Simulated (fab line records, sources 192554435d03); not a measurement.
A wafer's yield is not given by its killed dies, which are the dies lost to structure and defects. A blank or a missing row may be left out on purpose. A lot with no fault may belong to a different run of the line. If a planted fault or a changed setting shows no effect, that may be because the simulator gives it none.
Split-lot study -- flow n5-finfet -- 39 wafers read from 7 lots, route of 1938 steps

## SPLIT DETAILS
At N5_DUMMY_GATE_ETCH_37 (etches SOC in N2/H2, target depth 60 nm, overetch 30 nm), the setting source-w was moved away from the recipe's 840 W on 15 of the 39 wafers read, by -14.4% to +18.9%. For the rest of the wafers, this setting stayed at what the recipe calls for.

The split's own step is where the reading is taken.

## THE READING
rf-vpp-V, in V, at N5_DUMMY_GATE_ETCH_37 (etches SOC in N2/H2, target depth 60 nm, overetch 30 nm). On this fab line, fault-free wafers typically give 523.5 V with a standard deviation of 2.6 V.

wafer,"tool, chamber at the split","source-w as run, W",against the recipe,"rf-vpp-V, V",against lot-mates on the recipe
L077.1,"rie-diel-02, 1",840,recipe,523.2,-
L077.2,"rie-diel-02, 0",998.4,+18.9%,492.0,-30.9
L077.3,"rie-diel-02, 2",998.4,+18.9%,495.5,-27.4
L077.4,"rie-diel-02, 1",840,recipe,524.2,-
L077.5,"rie-diel-02, 0",840,recipe,521.3,-
L077.6,"rie-diel-02, 2",998.4,+18.9%,496.8,-26.1
L079.1,"rie-diel-04, 2",889.9,+5.9%,517.3,-8.1
L079.2,"rie-diel-04, 0",889.9,+5.9%,510.4,-15.0
L079.3,"rie-diel-04, 1",840,recipe,523.0,-
L079.4,"rie-diel-04, 3",840,recipe,525.1,-
L079.5,"rie-diel-04, 2",840,recipe,528.0,-
L079.6,"rie-diel-04, 3",889.9,+5.9%,516.1,-9.3
L080.1,"rie-diel-04, 2",840,recipe,526.8,-
L080.2,"rie-diel-04, 0",840,recipe,520.2,-
L080.3,"rie-diel-04, 1",840,recipe,522.8,-
L080.4,"rie-diel-04, 3",840,recipe,525.0,-
L080.5,"rie-diel-04, 2",840,recipe,525.3,-
L080.6,"rie-diel-04, 3",840,recipe,524.1,-
L084.1,"rie-diel-02, 2",840,recipe,527.4,-
L084.2,"rie-diel-02, 1",840,recipe,524.8,-
L084.3,"rie-diel-02, 0",884.8,+5.3%,511.6,-14.4
L084.4,"rie-diel-02, 3",840,recipe,525.7,-
L084.5,"rie-diel-02, 3",884.8,+5.3%,515.5,-10.5
L084.6,"rie-diel-02, 0",884.8,+5.3%,510.9,-15.1
L087.1,"rie-diel-02, 1",718.9,-14.4%,551.8,+28.7
L087.2,"rie-diel-02, 2",840,recipe,525.5,-
L087.3,"rie-diel-02, 3",718.9,-14.4%,553.1,+30.0
L087.4,"rie-diel-02, 0",718.9,-14.4%,548.7,+25.6
L087.5,"rie-diel-02, 1",840,recipe,523.9,-
L087.6,"rie-diel-02, 0",840,recipe,520.0,-
L089.1,"rie-diel-06, 3",925.5,+10.2%,504.3,-20.4
L089.2,"rie-diel-06, 2",840,recipe,527.5,-
L089.3,"rie-diel-06, 0",840,recipe,525.0,-
L089.4,"rie-diel-06, 1",925.5,+10.2%,502.5,-22.2
L089.5,"rie-diel-06, 3",840,recipe,521.5,-
L089.6,"rie-diel-06, 2",925.5,+10.2%,511.5,-13.2
L097.1,"rie-diel-04, 0",840,recipe,518.5,-
L097.4,"rie-diel-04, 1",840,recipe,521.6,-
L097.5,"rie-diel-04, 3",840,recipe,525.2,-

FIT RESULTS
A straight line over all 39 wafers: rf-vpp-V changes by -1.71 V for each +1% of source-w; r = -0.97; the points scatter about the line by 2.9 V.
The same after taking each lot's own level away (the mean of its wafers on the recipe; 39 wafers): -1.73 V for each +1%; r = -0.97; scatter 3.1 V.
On that fit, the largest move of source-w shifts the reading by 33 V.
From 521.77 to 525.97 V: that is the span of the lots' own levels, equal to 1.6 times the standard deviation above.
Hence the lot-to-lot level has little effect on the slope; both slopes agree.
Check: -32.7 V against its lot-mates is what the line predicts for one of the wafers moved furthest among these (+18.9%) when that wafer is left out of the fit. It came out at -30.9 V against them.
Tool readings at the split's step, against how far the setting was moved: rf-vpp-V r = -0.97.

## OTHER SPLITS APPLIED TO THESE WAFERS
These wafers also went through other splits before the reading. Each is held against what the fit with the lots' levels taken away leaves over:
other split on the same wafers,wafers away from the commonest value,r with rf-vpp-V (lot level and that fit taken away)
N5_PMOS_HMC_CHANNEL_EPI_EPI_20 temp-c,12,-0.29

## THE FILE'S OWN FIT
rf-vpp-V changes by -1.72 V for each +1% of source-w, r = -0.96.
